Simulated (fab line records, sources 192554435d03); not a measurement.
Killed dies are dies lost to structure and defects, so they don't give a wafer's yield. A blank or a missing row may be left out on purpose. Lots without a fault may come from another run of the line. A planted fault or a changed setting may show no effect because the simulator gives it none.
Which tool did it? | flow n5_finfet | 10 lots, 29 wafers sampled, at 5 steps of a route of 1938

WHAT THE GAUGES READ, wafer by wafer
N5_WELL_APT_CD_MEAS_08: target cd 200 nm.
lot  | measured    | on        | cd_nm (nm)
L598 | day 1 13:34 | cd_sem-03 | 198.6 203.8
L599 | day 1 19:46 | cd_sem-02 | 201.8 197.5 197.7
L601 | day 2 07:55 | cd_sem-01 | 201.4 197.5 199.1
L605 | day 3 07:43 | cd_sem-02 | 204.0 201.5 200.6
L608 | day 4 01:49 | cd_sem-01 | 201.1 198.4 203.5
L609 | day 4 07:53 | cd_sem-02 | 200.1 198.7 200.9
L613 | day 5 08:02 | cd_sem-02 | 202.3 201.0 201.0
L616 | day 6 01:41 | cd_sem-03 | 203.8 201.9 205.0
L619 | day 6 20:28 | cd_sem-01 | 198.6 201.4 197.5
L620 | day 7 01:34 | cd_sem-03 | 200.3 202.7 199.4

N5_BEOL_M4_RC_MEAS_101.
lot  | measured     | on        | DIBL_N (mV/V)  | DIBL_P (mV/V)  | IOFF_N (nA/um) | IOFF_P (nA/um) | ION_N (uA/um) | ION_P (uA/um) | SS_N (mV/dec)  | SS_P (mV/dec)  | VT_N (mV)   | VT_P (mV)
L598 | day 8 11:50  | prober-01 | 36.2 38.1      | 35.7 38.2      | 0.16 0.20      | 0.21 0.25      | 685 693       | 463 468       | 72.0 72.9      | 73.2 74.0      | 248 245     | -251 -246
L599 | day 8 20:54  | prober-02 | 36.8 36.7 37.8 | 37.8 36.2 37.1 | 0.15 0.15 0.17 | 0.27 0.24 0.25 | 664 649 666   | 466 462 466   | 71.3 71.9 71.1 | 73.3 73.0 73.1 | 252 251 249 | -245 -247 -244
L601 | day 9 03:10  | prober-01 | 38.6 36.9 35.1 | 39.4 39.0 35.2 | 0.20 0.18 0.14 | 0.29 0.29 0.21 | 679 689 664   | 469 474 464   | 71.8 72.1 71.2 | 74.3 73.9 73.3 | 247 249 252 | -246 -246 -248
L605 | day 10 04:57 | prober-01 | 38.6 37.5 37.1 | 38.0 36.6 36.7 | 0.19 0.17 0.18 | 0.27 0.22 0.23 | 674 670 677   | 464 459 463   | 72.3 71.8 72.2 | 73.7 74.0 73.6 | 248 249 248 | -247 -250 -246
L608 | day 10 22:04 | prober-01 | 40.8 38.9 39.1 | 38.5 37.9 39.2 | 0.25 0.20 0.22 | 0.22 0.21 0.23 | 689 679 700   | 457 457 467   | 72.4 71.8 71.7 | 73.9 74.1 74.0 | 242 245 244 | -253 -253 -252
L609 | day 11 00:10 | prober-02 | 39.5 39.5 37.1 | 37.4 37.6 34.6 | 0.17 0.18 0.13 | 0.19 0.20 0.15 | 668 687 661   | 444 466 450   | 72.3 72.0 71.7 | 73.3 74.1 72.9 | 248 247 255 | -253 -252 -258
L613 | day 11 17:25 | prober-01 | 38.2 37.9 35.0 | 39.2 39.5 36.4 | 0.21 0.21 0.15 | 0.25 0.25 0.21 | 688 679 662   | 465 465 457   | 72.6 72.9 71.8 | 74.0 73.4 73.9 | 247 246 248 | -244 -249 -252
L616 | day 12 16:11 | prober-01 | 36.1 39.8 37.8 | 35.9 38.9 37.5 | 0.16 0.24 0.20 | 0.25 0.30 0.28 | 672 697 695   | 468 479 473   | 71.8 72.4 71.5 | 73.7 74.4 73.8 | 247 243 245 | -246 -243 -244
L619 | day 13 12:01 | prober-01 | 36.6 37.0 37.5 | 38.6 40.2 40.7 | 0.18 0.19 0.20 | 0.22 0.25 0.27 | 679 675 683   | 459 459 468   | 72.4 72.4 72.8 | 73.8 74.0 74.1 | 250 248 246 | -249 -252 -247
L620 | day 13 14:08 | prober-01 | 36.7 35.1 38.2 | 34.9 32.2 36.6 | 0.18 0.14 0.19 | 0.25 0.20 0.27 | 682 667 673   | 472 464 466   | 71.2 71.7 72.0 | 73.7 72.9 73.8 | 246 253 248 | -246 -249 -245

WHICH TOOL RAN EACH LOT (tool, then ch and the chambers of the sampled wafers, then the start)
lot  | N5_WELL_APT_COAT_02              | N5_WELL_APT_RTA_34              | N5_WELL_APT_EPI_41
L598 | litho_track-03 ch 0, day 1 13:17 | rtp_anneal-02 ch 0, day 1 15:49 | epi_rpcvd-02 ch 0, day 1 16:08
L599 | litho_track-01 ch 0, day 1 19:22 | rtp_anneal-01 ch 0, day 1 21:55 | epi_rpcvd-03 ch 0, day 1 22:19
L601 | litho_track-01 ch 0, day 2 07:31 | rtp_anneal-02 ch 0, day 2 10:04 | epi_rpcvd-02 ch 0, day 2 10:23
L605 | litho_track-05 ch 0, day 3 07:19 | rtp_anneal-02 ch 0, day 3 09:41 | epi_rpcvd-01 ch 0, day 3 09:59
L608 | litho_track-01 ch 0, day 4 01:25 | rtp_anneal-02 ch 0, day 4 04:29 | epi_rpcvd-02 ch 0, day 4 04:49
L609 | litho_track-01 ch 0, day 4 07:37 | rtp_anneal-01 ch 0, day 4 10:44 | epi_rpcvd-01 ch 0, day 4 10:58
L613 | litho_track-01 ch 0, day 5 07:46 | rtp_anneal-01 ch 0, day 5 12:17 | epi_rpcvd-02 ch 0, day 5 12:36
L616 | litho_track-01 ch 0, day 6 01:17 | rtp_anneal-02 ch 0, day 6 03:53 | epi_rpcvd-01 ch 0, day 6 04:14
L619 | litho_track-03 ch 0, day 6 20:04 | rtp_anneal-02 ch 0, day 6 22:40 | epi_rpcvd-02 ch 0, day 6 22:55
L620 | litho_track-05 ch 0, day 7 01:17 | rtp_anneal-01 ch 0, day 7 03:44 | epi_rpcvd-01 ch 0, day 7 03:59
- N5_WELL_APT_COAT_02: resist thk 950 nm.
- N5_WELL_APT_RTA_34: time 10 s.
- N5_WELL_APT_EPI_41: deposits Si from SiH4/H2, target thk 50 nm, time 297.7 s.

WHAT THE TOOLS THEMSELVES READ (means of the sampled wafers that have a number; where no wafer has one, the mark that the record gives instead)
N5_WELL_APT_COAT_02.
lot  | tool           | spin_speed_rpm (rpm)
L598 | litho_track-03 | 1356.8
L599 | litho_track-01 | 1357.0
L601 | litho_track-01 | 1357.3
L605 | litho_track-05 | 1355.9
L608 | litho_track-01 | 1357.1
L609 | litho_track-01 | 1357.7
L613 | litho_track-01 | 1557.3
L616 | litho_track-01 | 1557.1
L619 | litho_track-03 | 1357.8
L620 | litho_track-05 | 1355.8

N5_WELL_APT_RTA_34.
lot  | tool          | lamp_power_pct (%) | lamp_zone_4_pct (%) | wafer_temp_C_max
L598 | rtp_anneal-02 | 13.01              | 12.997              | 1005.0
L599 | rtp_anneal-01 | 12.97              | 13.005              | 1004.3
L601 | rtp_anneal-02 | 12.99              | 12.995              | 1004.8
L605 | rtp_anneal-02 | 13.00              | 12.995              | 1002.9
L608 | rtp_anneal-02 | 13.01              | 12.995              | 1003.9
L609 | rtp_anneal-01 | 12.98              | 12.998              | 1003.3
L613 | rtp_anneal-01 | 12.96              | 12.990              | 1004.5
L616 | rtp_anneal-02 | 13.01              | 12.984              | 1002.7
L619 | rtp_anneal-02 | 13.01              | 13.010              | 1003.7
L620 | rtp_anneal-01 | 13.05              | 12.991              | 1003.5

N5_WELL_APT_EPI_41.
lot  | tool         | chamber_pressure_Torr (Torr) | susceptor_temp_C (C) | susceptor_temp_C_max | throttle_valve_pct (%)
L598 | epi_rpcvd-02 | 20.02                        | 650.08               | 651.9                | 11.4
L599 | epi_rpcvd-03 | 20.02                        | 649.86               | 650.9                | 11.9
L601 | epi_rpcvd-02 | 20.06                        | 650.04               | 652.0                | 11.3
L605 | epi_rpcvd-01 | 19.99                        | 649.81               | 650.9                | 10.8
L608 | epi_rpcvd-02 | 19.99                        | 649.67               | 651.5                | 11.3
L609 | epi_rpcvd-01 | 19.88                        | 650.55               | 651.8                | 10.7
L613 | epi_rpcvd-02 | 20.02                        | 650.12               | 651.8                | 11.4
L616 | epi_rpcvd-01 | 19.94                        | 650.20               | 651.5                | 10.6
L619 | epi_rpcvd-02 | 19.99                        | 650.44               | 652.1                | 11.3
L620 | epi_rpcvd-01 | 20.00                        | 650.58               | 651.7                | 10.8

THE ANSWER, worked out from the rows above alone
Rule: what is usual is taken from the lots themselves. Put in order of their means at a reading, lots are off if they are a third of the lots or fewer, leave a main group of 4 or more, and stand apart from it by a gap of 3 or more times the standard deviation of the main group's means; of several such gaps the widest counts. A main group whose means are all the same, to the digits that the tables above print for the reading, isn't used. A lot without any number at a reading at which 4 lots or more have one is off too. The other lots that the step has rows for count as sound. The gauges are gone through in route order, then the tools' own readings, and for those a lot's mean is taken as printed above. The first step at which some lot is off is used, and at that step the reading that is off furthest; a lot without a number counts as furthest.
Off: L613, L616, at N5_WELL_APT_COAT_02 (spin_speed_rpm). The main group: mean 1356.9 rpm, standard deviation 0.7.
A tool fits if, at that step or a process step before it, it ran every lot that is off, and no sound lot after the first of them. One fits: litho_track-01 at N5_WELL_APT_COAT_02. Its last sound lot is L609 (day 4 07:37), its first lot that is off L613 (day 5 07:46): a fault that began between those two fits.
The tool's own readings at N5_WELL_APT_COAT_02 bear it out: on the lots that are off they differ by more than 5 times the standard deviation of the sound lots' means. spin_speed_rpm reads 1557.2 rpm there against 1356.9 rpm on the sound lots.

WHAT THE SIMULATOR HAD PUT IN
Process parameter drift: litho_track-01, from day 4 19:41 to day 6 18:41, at N5_WELL_APT_COAT_02. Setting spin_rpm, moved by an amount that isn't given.
Lots struck among those shown: L613, L616. The rule above found the same.
